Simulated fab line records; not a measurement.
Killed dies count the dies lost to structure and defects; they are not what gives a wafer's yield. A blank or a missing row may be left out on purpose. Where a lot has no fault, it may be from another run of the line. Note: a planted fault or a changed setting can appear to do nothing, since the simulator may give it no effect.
A lot that was struck, set against a sound lot    flow n5-finfet    15 out of 1938 route steps
Sound: these wafers, L648.1, L648.4, L648.5. Wafers struck: L656.3, L656.6. The cause is named last.
Order at every step that has rows: each side's tool, ch and its chambers, its first start. Under that, the readings that differ: sound wafers    struck wafers    difference of the means    sigmas: that difference in standard deviations of wafers without a fault.
alike: words and numbers the same on both sides, and readings whose means are apart by under 2 such deviations; not compared: readings that were withheld, readings missing a value for some wafer, numbers with overlapping values and no deviation given by the record, and bounds like >300 which may hide the same value.
Wherever a step has rows on one side only, a row that says differs or no value, or a row with sigmas, the two part there. When numbers do not overlap yet have no deviation, they are printed without sigmas and do not part them. A reading that every wafer of one side lacks parts them only if that side has two wafers or more.

first, 8 steps without rows for these wafers: N5_BEOL_M10_COAT_63 (time 60 s, resist thk 100 nm); N5_BEOL_M10_COAT_64 (time 60 s, resist thk 30 nm); N5_BEOL_M10_COAT_22 (resist thk 90 nm); N5_BEOL_M10_EBR_24; N5_BEOL_M10_SOFTBAKE_23 (time 60 s); N5_BEOL_M10_EXPOSE_25 (exposes mask V9); N5_BEOL_M10_PEB_26 (peb time 60 s); N5_BEOL_M10_DEVELOP_27 (develop time 30 s).
N5_BEOL_M10_CD_MEAS_28: target cd 70 nm.
  sound on cd-sem-02 ch 0, day 11 20:17; struck on cd-sem-03 ch 0, day 14 01:39
  alike: cd-nm
N5_BEOL_M10_OVL_MEAS_29:
  sound on overlay-01 ch 0, day 11 20:19; struck on overlay-02 ch 0, day 14 01:41
  alike: V9_OVL
N5_BEOL_M10_INSPECT_30: inspects for defects (brightfield).
  sound on defect-inspect-01, day 11 20:21; struck on defect-inspect-02, day 14 01:43
  alike: raw-defect-count
N5_BEOL_M10_DESCUM_33: chemistry O2, time 7.9 s.
  sound on rie-diel-04 ch 0,2,3, day 11 20:35; struck on rie-diel-04 ch 0,2, day 14 01:44
  alike: bias-power-w, drypump-motor-current-A, oes-product-au, rf-vpp-V, showerhead-plenum-p-Torr, throttle-valve-pct
  not compared: rf-hours-counter-h
N5_BEOL_M10_ETCH_65: etches SiARC in CF4, target depth 39 nm, time 65 s.
  sound on rie-diel-04 ch 0,2,3, day 11 20:37; struck on rie-diel-04 ch 0,2, day 14 01:46
reading                sound           struck     difference  sigmas
etch-rf-on-time-s (s)  64.2 64.0 65.5  40.8 39.6  -24.4       -24
oes-product-au (a.u.)  0.68 0.73 0.73  0.95 0.96  +0.24       +4
  alike: drypump-motor-current-A, rf-vpp-V, showerhead-plenum-p-Torr, throttle-valve-pct
  not compared: rf-hours-counter-h
N5_BEOL_M10_ETCH_66: etches SOC in N2/H2, target depth 120 nm, overetch 24 nm, time 180 s.
  sound on rie-diel-04 ch 0,2,3, day 11 20:40; struck on rie-diel-04 ch 0,2, day 14 01:49
  alike: drypump-motor-current-A, oes-product-au, rf-vpp-V, showerhead-plenum-p-Torr, throttle-valve-pct
  not compared: rf-hours-counter-h
-- here the record skips 2 days between the struck wafers' starts before and after, leaving off in module BEOL_M10 and picking up in module PASSIVATION (first step shown: number 1936 of the route) --
N5_PASSIVATION_PROBE_49:
  sound on prober-01, day 14 06:38; struck on prober-02, day 16 05:01
  alike: defect-limited-yield, killed_at_M0_to_M3, killed_at_M4_up, killed-at-contacts, killed-at-front-end, killed-at-other, killed-dies, killed-on-rim, killed-open, killed-short, sort_bin_5_function, sort_bin_6_memory, sort-n-pass, sort-yield-pct

== WHERE THEY PART ==
Only at N5_BEOL_M10_ETCH_65, as far as this record shows. Later steps at which nothing parts them and some readings are alike: N5_BEOL_M10_ETCH_66, N5_PASSIVATION_PROBE_49.

WHY: what the simulator had put in
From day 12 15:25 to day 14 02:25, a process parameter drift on rie-diel-04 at N5_BEOL_M10_ETCH_65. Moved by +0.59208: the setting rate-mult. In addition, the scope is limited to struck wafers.
